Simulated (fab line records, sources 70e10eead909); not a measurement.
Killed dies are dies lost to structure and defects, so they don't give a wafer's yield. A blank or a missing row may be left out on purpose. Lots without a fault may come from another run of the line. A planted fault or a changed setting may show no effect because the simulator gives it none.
Problem report in the 8D (eight disciplines) form, filled by code | flow nand_harc | the parts of the form that need people (team, actions taken, sign-off) are left out

1. THE PROBLEM
killed_at_array at NHARC_END_SORT_01 reads a mean of 672 on 3 wafers of 3 lots; wafers without a fault read 27 with a standard deviation of 8.8. That is +73 standard deviations from the usual mean.
First seen on wafer L244.1, day 22 01:23, on prober-02. The record holds 9 wafers of 3 lots with a number at this step. Rule for "out", or "out of limits": more than 4 standard deviations from the usual mean. The other wafers with a number count as sound.

2. WHAT IT IS AND WHAT IT IS NOT
question                    | is                           | is not
which readings at this step | killed_at_array, killed_dies | killed_at_periphery, killed_open, killed_short
which lots                  | L243, L244, L247             | -
which wafers of those lots  | L243.4, L244.1, L247.1       | L243.3, L243.5, L244.2, L244.6, L247.5, L247.6
read on which gauges        | prober-01, prober-02         | -
when                        | from day 22 01:23            | up to then (0 sound wafers); but 6 sound wafers of L243, L244, L247 came after

3. SUSPECTS, AND WHAT RULES EACH OUT
Counting: a tool at a process step up to the reading stays a suspect if it ran every lot that is out. Sound lots after the first of them don't rule it out here, since some wafers of a struck lot are sound.
- the gauge at NHARC_END_SORT_01: ruled out. The wafers that are out were read on 2 gauges (prober-01, prober-02).
- ald_hk-02 at NHARC_A_STAIRCASE_ALD_415 (deposits SiO2, target thk 30 nm, pulse time 6 s, ald cycles 300): kept. It ran every lot that is out, first L243 (day 14 17:43).
Left after counting: ald_hk-02 at NHARC_A_STAIRCASE_ALD_415.

4. THE CAUSE (what the simulator had put in)
Process parameter drift: ald_hk-02, from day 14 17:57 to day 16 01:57, at NHARC_A_STAIRCASE_ALD_415. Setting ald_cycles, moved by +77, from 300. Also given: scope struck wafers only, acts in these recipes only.
Counting left only this tool.

5. THE CHAIN OF EFFECTS, in route order
Each row: a reading whose mean over the struck wafers that have a number lies more than 3 standard deviations from the usual. Only readings for which the record gives a usual standard deviation are gone through. hours: the time from each lot's start at the first step in this table that gives one to its start at this step, as a median over the lots. sigmas: the change in usual standard deviations.
hours | step              | reading         | usual | on struck wafers | change | sigmas
0     | NHARC_END_SORT_01 | killed_at_array | 27    | 672              | +645   | +73
0     | NHARC_END_SORT_01 | killed_dies     | 31    | 677              | +646   | +73

6. WHAT WOULD HAVE CAUGHT IT SOONER
In this record the first reading out of limits at a measuring or inspecting step was taken at day 22 01:23, 175 hours after the fault began at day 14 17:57.
Of the tool readings at NHARC_A_STAIRCASE_ALD_415 for which the record gives a usual standard deviation, none was out on any struck wafer, so an alarm limit of 4 standard deviations on them would not have fired.
All the lots that are out (3) had begun NHARC_A_STAIRCASE_ALD_415 on ald_hk-02 by day 22 01:23. A hold on the tool at that time would have spared none of them.
